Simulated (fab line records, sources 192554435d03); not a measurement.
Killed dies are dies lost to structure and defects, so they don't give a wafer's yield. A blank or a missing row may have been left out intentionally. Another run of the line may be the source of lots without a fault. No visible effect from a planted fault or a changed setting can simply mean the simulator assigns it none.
Split-lot experiment    flow n5 finfet    21 wafers read across 7 lots, on a route 1938 steps long

## SPLIT DETAILS
At N5_HKMG_FIN_EXPOSE_09 (exposes mask NWFM, target cd 98 nm), the setting dose mj was moved away from the recipe's 39.25 on 8 of the 21 wafers read, by -6.9% to +6.7%. For the rest of the wafers, this setting stayed at what the recipe calls for.

## SPLIT TO READING: what lies between them in the file, 1 step
- N5_HKMG_FIN_DEVELOP_11: develop time 30 s (also split here: develop time s)

## THE READING
At N5_HKMG_FIN_CD_MEAS_12: cd nm in nanometres, against a target cd of 92.8 nm. Typical for fault-free wafers on this fab line: 93.4 nm, with standard deviation 0.78 nm.

wafer   tool, chamber at the split  dose mj as run  against the recipe  cd nm, nm  against lot-mates on the recipe
L079.2  arfi scanner-03, 0          36.55           -6.9%               89.8       -4.1
L079.5  arfi scanner-03, 0          39.25           recipe              93.5       -
L079.6  arfi scanner-03, 0          39.25           recipe              94.3       -
L080.1  arfi scanner-03, 0          41.88           +6.7%               98.1       +6.2
L080.2  arfi scanner-03, 0          41.88           +6.7%               95.8       +3.9
L080.3  arfi scanner-03, 0          39.25           recipe              91.9       -
L082.4  arfi scanner-01, 0          40.48           +3.1%               95.5       +3.4
L082.5  arfi scanner-01, 0          39.25           recipe              92.1       -
L082.6  arfi scanner-01, 0          40.48           +3.1%               94.3       +2.2
L088.1  arfi scanner-02, 0          39.25           recipe              92.3       -
L088.2  arfi scanner-02, 0          39.25           recipe              93.2       -
L088.5  arfi scanner-02, 0          39.25           recipe              92.6       -
L090.1  arfi scanner-02, 0          39.25           recipe              92.7       -
L090.3  arfi scanner-02, 0          39.25           recipe              94.6       -
L090.4  arfi scanner-02, 0          39.25           recipe              93.3       -
L094.2  arfi scanner-02, 0          39.25           recipe              93.8       -
L094.3  arfi scanner-02, 0          37.66           -4.1%               90.7       -3.3
L094.4  arfi scanner-02, 0          39.25           recipe              94.2       -
L097.1  arfi scanner-03, 0          37.84           -3.6%               91.2       -3.6
L097.2  arfi scanner-03, 0          39.25           recipe              94.8       -
L097.4  arfi scanner-03, 0          37.84           -3.6%               90.6       -4.2

THE FIT
A straight line over all 21 wafers: cd nm changes by +0.557 nm for each +1% of dose mj; r = +0.89; the points scatter about the line by 0.9 nm.
The same after taking each lot's own level away (the mean of its wafers on the recipe; 21 wafers): +0.778 nm for each +1%; r = +0.96; scatter 0.75 nm.
The reading moves by 5.4 nm for the largest change in dose mj, on that fit.
Across the lots, their own levels run from 91.90 to 94.80 nm, a range of 3.7 times the standard deviation given above.
In other words, the slope is changed by the lot-to-lot level; the two fits disagree.
Check: -5.92 nm against its lot-mates is what the line predicts for one of the wafers moved furthest among these (-6.9%) when that wafer is left out of the fit. Against them it came out at -4.1 nm.

## OTHER SPLITS ON THESE WAFERS
Note: prior to the reading, these wafers also went through further splits. Each is held against what the fit with the lots' levels taken away leaves over:
other split on the same wafers         wafers away from the commonest value  r with cd nm (lot level and that fit taken away)
N5_ZERO_LAYER_PECVD_02 time s          5                                     -0.22
N5_FIN_CUT_COAT_02 spin rpm            3                                     +0.20
N5_FIN_CUT_EXPOSE_05 dose mj           8                                     -0.04
N5_DUMMY_GATE_COAT_28 spin rpm         4                                     +0.00
N5_SD_EPI_N_ETCH_35 time s             8                                     +0.19
N5_SDB_COAT_03 spin rpm                6                                     -0.16
N5_SDB_ETCH_17 cf4 flow sccm           8                                     -0.33
N5_HKMG_FIN_DEVELOP_11 develop time s  4                                     +0.09

## THE WHOLE CHAIN: every reading that the file lists as answering this split, in the file's order
step                    what it does              reading                                                          change (the file's fit)                r (the file's)
N5_HKMG_FIN_CD_MEAS_12  target cd 92.8 nm         cd nm                                                            +0.75 nm for each +1% of the setting   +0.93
N5_HKMG_FIN_DESCUM_17   chemistry O2, time 7.9 s  HKMG_FIN.cd nm (the simulator's own value, which no gauge read)  +0.734 nm for each +1% of the setting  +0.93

## FILE'S OWN FIT
cd nm changes by +0.75 nm for each +1% of dose mj, r = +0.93.
